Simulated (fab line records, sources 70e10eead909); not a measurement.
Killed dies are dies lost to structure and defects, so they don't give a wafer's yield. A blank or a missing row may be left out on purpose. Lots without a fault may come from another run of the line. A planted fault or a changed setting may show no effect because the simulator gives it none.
Chamber matching | flow nand_harc | NHARC_A_ZERO_WELL_DESCUM_12 on rie_diel-03: 4 sister chambers
The step chemistry O2, time 3 s. 8 wafers are shown with their chamber, then 7 later ones without.

WAFERS WITH THEIR CHAMBER
wafer  | chamber | showerhead_plenum_p_Torr (Torr) | drypump_motor_current_A (A)
L299.1 | 1       | 1.98                            | 6.1
L300.1 | 1       | 1.98                            | 6.1
L301.5 | 0       | 1.83                            | 5.5
L303.2 | 2       | 2.01                            | 5.8
L303.3 | 0       | 1.83                            | 5.5
L303.4 | 3       | 1.93                            | 5.1
L317.3 | 3       | 1.92                            | 5.1
L317.5 | 2       | 2.01                            | 5.9

WAFERS WITHOUT THEIR CHAMBER
wafer  | showerhead_plenum_p_Torr (Torr) | drypump_motor_current_A (A)
L317.6 | 1.98                            | 6.1
L318.1 | 1.98                            | 6.1
L318.4 | 2.01                            | 5.9
L318.5 | 1.83                            | 5.5
L321.1 | 2.00                            | 5.9
L321.2 | 1.98                            | 6.1
L321.6 | 1.83                            | 5.5

WHICH CHAMBER EACH WENT THROUGH
wafer  | from the rows above | in truth
L317.6 | 1                   | 1
L318.1 | 1                   | 1
L318.4 | 2                   | 2
L318.5 | 0                   | 0
L321.1 | 2                   | 2
L321.2 | 1                   | 1
L321.6 | 0                   | 0
Placed correctly: 7 of 7. Can't be placed from these rows: 0. Placed wrongly: 0.
How it was worked out, from the rows above alone: a wafer's distance from a chamber is the root of the sum, over the readings, of the square of ((its reading less the chamber's mean) divided by the reading's scatter). The wafer belongs to the nearest chamber; if the next one is less than 2 further off, it can't be placed. A chamber's mean is the mean of its shown wafers. The scatter: the root of (the sum of the squares of (reading less its chamber's mean) over the shown wafers, divided by (wafers less chambers)).
